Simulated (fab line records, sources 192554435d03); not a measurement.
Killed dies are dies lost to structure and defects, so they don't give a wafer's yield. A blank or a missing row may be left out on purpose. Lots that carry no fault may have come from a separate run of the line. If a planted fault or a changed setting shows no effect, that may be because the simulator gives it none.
Chamber matching    flow n5_finfet    4 sister chambers for N5_GATE_CUT_CMP_61 on cmp-04
The step polishes, stops on SiNx, t overpolish 3 s. 8 wafers are shown with their chamber, then 9 later ones without.

WAFERS WITH THEIR CHAMBER
wafer   chamber  motor_current_A (A)
L077.3  0        11.2
L084.3  0        10.6
L087.5  1        11.8
L091.1  2        13.0
L091.5  3        10.7
L093.1  2        12.5
L093.3  1        11.8
L093.4  3        11.2

WAFERS MISSING THEIR CHAMBER
wafer   motor_current_A (A)
L095.1  12.0
L095.2  11.1
L095.3  11.1
L095.4  12.8
L095.5  12.8
L095.6  11.2
L097.2  11.0
L097.4  11.8
L097.5  11.0

THE CHAMBER EACH PASSED THROUGH
wafer   from the rows above           in truth
L095.1  can't be placed: 1 or 2       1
L095.2  can't be placed: 3 or 0 or 1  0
L095.3  can't be placed: 3 or 0 or 1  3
L095.4  2                             2
L095.5  2                             2
L095.6  can't be placed: 3 or 0 or 1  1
L097.2  can't be placed: 3 or 0       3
L097.4  1                             1
L097.5  can't be placed: 3 or 0       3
Placed correctly: 3 of 9. Unplaceable from these rows: 6, with the true chamber sitting among the candidates in 6. Number placed wrongly: 0.
How it was worked out, from the rows above alone: a wafer's distance from a chamber is the root of the sum, over the readings, of the square of ((its reading less the chamber's mean) divided by the reading's scatter). If the next closest chamber is less than 2 further off than the closest, the wafer can't be placed; otherwise it belongs to the closest. Each chamber's mean is taken over the wafers shown for it. The scatter: take each reading less its chamber's mean, square it, sum over the shown wafers, divide by the number of wafers less the number of chambers, and take the root.
